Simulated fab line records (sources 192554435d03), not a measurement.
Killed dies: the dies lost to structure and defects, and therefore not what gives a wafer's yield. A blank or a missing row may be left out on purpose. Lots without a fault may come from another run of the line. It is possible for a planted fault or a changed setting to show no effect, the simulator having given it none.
What tool caused it? + flow n5_finfet + 30 wafers from 10 lots sampled at 5 of the route's 1938 steps

== WHAT EACH GAUGE READ, for each wafer ==
N5_BEOL_M4_RC_MEAS_101. Usual: DIBL_N 36.5 mV/V, standard deviation 1.4; DIBL_P 36.9 mV/V, standard deviation 1.7; IOFF_N 0.163 nA/um, standard deviation 0.023; IOFF_P 0.22 nA/um, standard deviation 0.032; ION_N 673 uA/um, standard deviation 9; ION_P 462 uA/um, standard deviation 7.5; SS_N 71.6 mV/dec, standard deviation 0.54; SS_P 73.4 mV/dec, standard deviation 0.62; VT_N 249.8 mV, standard deviation 2.8; VT_P -250 mV, standard deviation 3.5.
| lot  | measured     | on        | DIBL_N (mV/V)  | DIBL_P (mV/V)  | IOFF_N (nA/um)    | IOFF_P (nA/um) | ION_N (uA/um) | ION_P (uA/um) | SS_N (mV/dec)  | SS_P (mV/dec)  | VT_N (mV)         | VT_P (mV)      | flag |
|------|--------------|-----------|----------------|----------------|-------------------|----------------|---------------|---------------|----------------|----------------|-------------------|----------------|------|
| L952 | day 8 18:02  | prober-01 | 36.1 37.7 35.5 | 37.5 39.1 36.7 | 0.159 0.190 0.152 | 0.23 0.27 0.22 | 674 678 677   | 469 469 471   | 71.1 71.6 71.4 | 73.0 73.6 73.6 | 248.9 249.7 253.0 | -247 -248 -252 |      |
| L953 | day 8 20:10  | prober-01 | 37.6 37.0 36.0 | 36.9 35.2 35.0 | 0.182 0.159 0.147 | 0.29 0.25 0.25 | 679 663 675   | 470 466 472   | 71.9 72.1 71.5 | 72.8 73.0 72.7 | 247.3 249.2 251.0 | -242 -245 -243 |      |
| L954 | day 9 18:32  | prober-02 | 37.1 38.0 38.9 | 37.7 39.2 40.3 | 0.158 0.177 0.197 | 0.21 0.23 0.26 | 673 682 686   | 458 465 460   | 71.7 71.6 72.0 | 73.4 73.7 74.4 | 250.3 247.7 247.2 | -253 -250 -249 |      |
| L956 | day 9 18:59  | prober-01 | 36.0 37.8 37.8 | 35.8 37.9 37.7 | 0.153 0.184 0.179 | 0.19 0.22 0.21 | 673 667 684   | 455 450 457   | 72.0 72.8 72.0 | 73.9 73.8 73.6 | 249.3 247.4 245.8 | -253 -251 -253 |      |
| L961 | day 11 05:37 | prober-02 | 37.6 35.4 36.4 | 38.3 34.8 36.9 | 0.190 0.134 0.165 | 0.26 0.19 0.23 | 675 655 686   | 466 447 467   | 71.9 70.7 71.2 | 73.5 72.7 73.6 | 247.7 255.9 248.5 | -248 -253 -251 |      |
| L963 | day 11 18:47 | prober-02 | 36.8 38.4 37.9 | 37.7 39.3 38.4 | 0.165 0.190 0.181 | 0.23 0.27 0.25 | 676 678 676   | 463 470 468   | 71.1 71.7 71.4 | 74.2 73.5 73.5 | 250.1 249.8 249.2 | -249 -246 -249 |      |
| L964 | day 11 10:32 | prober-01 | 37.3 38.3 36.1 | 38.5 39.0 36.6 | 0.196 0.204 0.161 | 0.24 0.25 0.22 | 682 694 687   | 462 464 469   | 71.8 71.9 70.9 | 74.2 74.2 74.0 | 245.1 244.8 248.7 | -249 -248 -249 |      |
| L966 | day 12 12:41 | prober-02 | 36.8 36.8 37.8 | 38.5 38.7 40.1 | 0.174 0.182 0.198 | 0.21 0.24 0.25 | 686 684 688   | 462 470 467   | 71.9 71.7 72.4 | 73.5 73.6 73.6 | 247.8 248.8 244.6 | -251 -248 -246 |      |
| L970 | day 13 19:39 | prober-01 | 32.4 33.6 33.5 | 32.4 34.1 33.6 | 0.116 0.125 0.126 | 0.17 0.18 0.17 | 662 672 670   | 457 472 458   | 70.1 70.4 70.2 | 72.2 72.7 72.0 | 252.3 252.2 247.5 | -253 -251 -254 |      |
| L972 | day 13 15:49 | prober-02 | 37.3 38.3 37.7 | 36.0 37.0 35.6 | 0.184 0.213 0.183 | 0.25 0.29 0.25 | 675 673 673   | 464 460 462   | 71.8 71.7 72.7 | 73.7 74.9 74.1 | 246.7 245.4 249.9 | -246 -246 -247 |      |

== EACH LOT AND THE TOOL THAT RAN IT (in order: tool; ch and the chambers of the sampled wafers; start) ==
| lot  | N5_BEOL_M0_SAQP_ILD_DEP_01      | N5_BEOL_M0_SAQP_PECVD_03        | N5_BEOL_M0_SAQP_SPACER1_ALD_98    | N5_BEOL_M0_SAQP_COAT_105          |
|------|---------------------------------|---------------------------------|-----------------------------------|-----------------------------------|
| L952 | pecvd-02 ch 0,1, day 6 05:24    | pecvd-04 ch 0,2, day 6 06:54    | ald_sin-02 ch 0,1,3, day 6 08:33  | litho_track-02 ch 0, day 6 09:53  |
| L953 | pecvd-04 ch 0,1,2, day 6 08:23  | pecvd-01 ch 0,2, day 6 08:46    | ald_sin-03 ch 0,1,3, day 6 10:49  | litho_track-03 ch 0, day 6 12:16  |
| L954 | pecvd-04 ch 0,1,2, day 6 20:19  | pecvd-01 ch 1,2, day 7 00:06    | ald_sin-02 ch 0,3, day 7 02:43    | litho_track-05 ch 0, day 7 04:01  |
| L956 | pecvd-04 ch 0,1,2, day 7 05:40  | pecvd-02 ch 0,1, day 7 06:55    | ald_sin-02 ch 1,2,3, day 7 08:56  | litho_track-02 ch 0, day 7 10:30  |
| L961 | pecvd-04 ch 1,2, day 8 13:11    | pecvd-02 ch 1,2, day 8 14:10    | ald_sin-02 ch 1,2,3, day 8 15:50  | litho_track-05 ch 0, day 8 17:09  |
| L963 | pecvd-04 ch 1,2, day 9 02:20    | pecvd-01 ch 0,1,2, day 9 04:53  | ald_sin-02 ch 0,3, day 9 06:35    | litho_track-05 ch 0, day 9 07:59  |
| L964 | pecvd-01 ch 0,1,2, day 9 05:19  | pecvd-01 ch 0,1,2, day 9 05:56  | ald_sin-02 ch 0,1,2, day 9 07:38  | litho_track-05 ch 0, day 9 09:03  |
| L966 | pecvd-02 ch 0,2, day 9 20:43    | pecvd-02 ch 1,2, day 9 21:28    | ald_sin-01 ch 1,2, day 9 23:43    | litho_track-02 ch 0, day 10 01:11 |
| L970 | pecvd-01 ch 0,1,2, day 10 11:43 | pecvd-02 ch 0,1, day 10 12:39   | ald_sin-02 ch 1,3, day 10 14:11   | litho_track-02 ch 0, day 10 15:31 |
| L972 | pecvd-02 ch 0,1,2, day 11 02:37 | pecvd-04 ch 0,1,2, day 11 04:21 | ald_sin-02 ch 0,1,3, day 11 06:18 | litho_track-02 ch 0, day 11 07:37 |
- N5_BEOL_M0_SAQP_ILD_DEP_01: deposits SiOC from DEMS/O2, target thk 45.419 nm, time 8.7 s.
- N5_BEOL_M0_SAQP_PECVD_03: deposits SiCN from 3MS/NH3, target thk 12 nm, time 21.1 s.
- N5_BEOL_M0_SAQP_SPACER1_ALD_98: deposits SiO2, target thk 12.8 nm, pulse time 1 s, purge time 2 s.
- N5_BEOL_M0_SAQP_COAT_105: time 60 s, resist thk 100 nm.

== WHAT THE TOOLS THEMSELVES READ (means of the sampled wafers that have a number; where no wafer has one, the mark that the record gives instead) ==
N5_BEOL_M0_SAQP_ILD_DEP_01. Usual: heater_power_w 482 W, standard deviation 59; showerhead_plenum_p_Torr 5.692 Torr, standard deviation 0.017; susceptor_temp_C 350.02 C, standard deviation 0.21; throttle_valve_pct 11.9 %, standard deviation 0.65.
| lot  | tool     | heater_power_w (W) | showerhead_plenum_p_Torr (Torr) | susceptor_temp_C (C) | throttle_valve_pct (%) | flag |
|------|----------|--------------------|---------------------------------|----------------------|------------------------|------|
| L952 | pecvd-02 | 408                | 5.698                           | 349.92               | 12.2                   |      |
| L953 | pecvd-04 | 503                | 5.686                           | 350.14               | 11.8                   |      |
| L954 | pecvd-04 | 490                | 5.691                           | 350.27               | 12.0                   |      |
| L956 | pecvd-04 | 469                | 5.688                           | 350.04               | 11.8                   |      |
| L961 | pecvd-04 | 464                | 5.687                           | 350.03               | 11.5                   |      |
| L963 | pecvd-04 | 470                | 5.686                           | 350.02               | 12.0                   |      |
| L964 | pecvd-01 | 506                | 5.693                           | 350.00               | 12.4                   |      |
| L966 | pecvd-02 | 466                | 5.701                           | 350.13               | 12.4                   |      |
| L970 | pecvd-01 | 515                | 5.691                           | 349.95               | 12.4                   |      |
| L972 | pecvd-02 | 446                | 5.687                           | 350.02               | 11.9                   |      |

N5_BEOL_M0_SAQP_PECVD_03. Usual: showerhead_plenum_p_Torr 3.660 Torr, standard deviation 0.015; throttle_valve_pct 9.1 %, standard deviation 0.5.
| lot  | tool     | showerhead_plenum_p_Torr (Torr) | throttle_valve_pct (%) | flag |
|------|----------|---------------------------------|------------------------|------|
| L952 | pecvd-04 | 3.666                           | 8.9                    |      |
| L953 | pecvd-01 | 3.663                           | 9.1                    |      |
| L954 | pecvd-01 | 3.659                           | 9.4                    |      |
| L956 | pecvd-02 | 3.668                           | 9.4                    |      |
| L961 | pecvd-02 | 3.645                           | 8.6                    |      |
| L963 | pecvd-01 | 3.666                           | 9.3                    |      |
| L964 | pecvd-01 | 3.664                           | 9.4                    |      |
| L966 | pecvd-02 | 3.651                           | 8.6                    |      |
| L970 | pecvd-02 | 3.672                           | 9.5                    |      |
| L972 | pecvd-04 | 3.667                           | 8.8                    |      |

N5_BEOL_M0_SAQP_SPACER1_ALD_98. Usual: heater_power_w 492 W, standard deviation 45; precursor_pulse_height_rel 1.000, standard deviation 0.018; susceptor_temp_C 300.02 C, standard deviation 0.19.
| lot  | tool       | heater_power_w (W) | precursor_pulse_height_rel | susceptor_temp_C (C) | flag |
|------|------------|--------------------|----------------------------|----------------------|------|
| L952 | ald_sin-02 | 480                | 0.994                      | 299.97               |      |
| L953 | ald_sin-03 | 513                | 0.993                      | 300.30               |      |
| L954 | ald_sin-02 | 532                | 0.994                      | 299.90               |      |
| L956 | ald_sin-02 | 492                | 1.003                      | 300.14               |      |
| L961 | ald_sin-02 | 496                | 0.997                      | 299.95               |      |
| L963 | ald_sin-02 | 522                | 0.987                      | 300.09               |      |
| L964 | ald_sin-02 | 461                | 0.982                      | 300.10               |      |
| L966 | ald_sin-01 | 456                | 1.006                      | 299.77               |      |
| L970 | ald_sin-02 | 477                | 1.001                      | 299.78               |      |
| L972 | ald_sin-02 | 488                | 1.029                      | 300.07               |      |

N5_BEOL_M0_SAQP_COAT_105. Usual: spin_speed_rpm reads 1500.0 rpm (standard deviation 1).
| lot  | tool           | spin_speed_rpm (rpm) | flag |
|------|----------------|----------------------|------|
| L952 | litho_track-02 | 1500.5               |      |
| L953 | litho_track-03 | 1500.0               |      |
| L954 | litho_track-05 | 1501.0               |      |
| L956 | litho_track-02 | 1500.0               |      |
| L961 | litho_track-05 | 1499.1               |      |
| L963 | litho_track-05 | 1219.2               | OFF  |
| L964 | litho_track-05 | 1216.6               | OFF  |
| L966 | litho_track-02 | 1500.7               |      |
| L970 | litho_track-02 | 1500.1               |      |
| L972 | litho_track-02 | 1500.7               |      |

== THE ANSWER, worked out from the rows above alone ==
Rule: take the mean of a lot's wafers that have a number; if it is more than 3 standard deviations from the usual mean, the lot is off. Also off: a lot with no number at a reading for which 4 or more lots have one. Any other lot the step has rows for is counted as sound. After the gauges, taken in route order, come the tools' own readings; for these a lot's mean is taken, as printed above. The first step at which some lot is off is used, and at that step the reading that is off furthest; a lot without a number counts as furthest.
Off: L963, L964 (N5_BEOL_M0_SAQP_COAT_105, spin_speed_rpm).
A tool fits if, at that step or a process step before it, it ran every lot that is off, and no sound lot after the first of them. This does not decide it: 2 tools fit, namely pecvd-01 at N5_BEOL_M0_SAQP_PECVD_03 and litho_track-05 at N5_BEOL_M0_SAQP_COAT_105.

== WHAT THE SIMULATOR HAD INSERTED ==
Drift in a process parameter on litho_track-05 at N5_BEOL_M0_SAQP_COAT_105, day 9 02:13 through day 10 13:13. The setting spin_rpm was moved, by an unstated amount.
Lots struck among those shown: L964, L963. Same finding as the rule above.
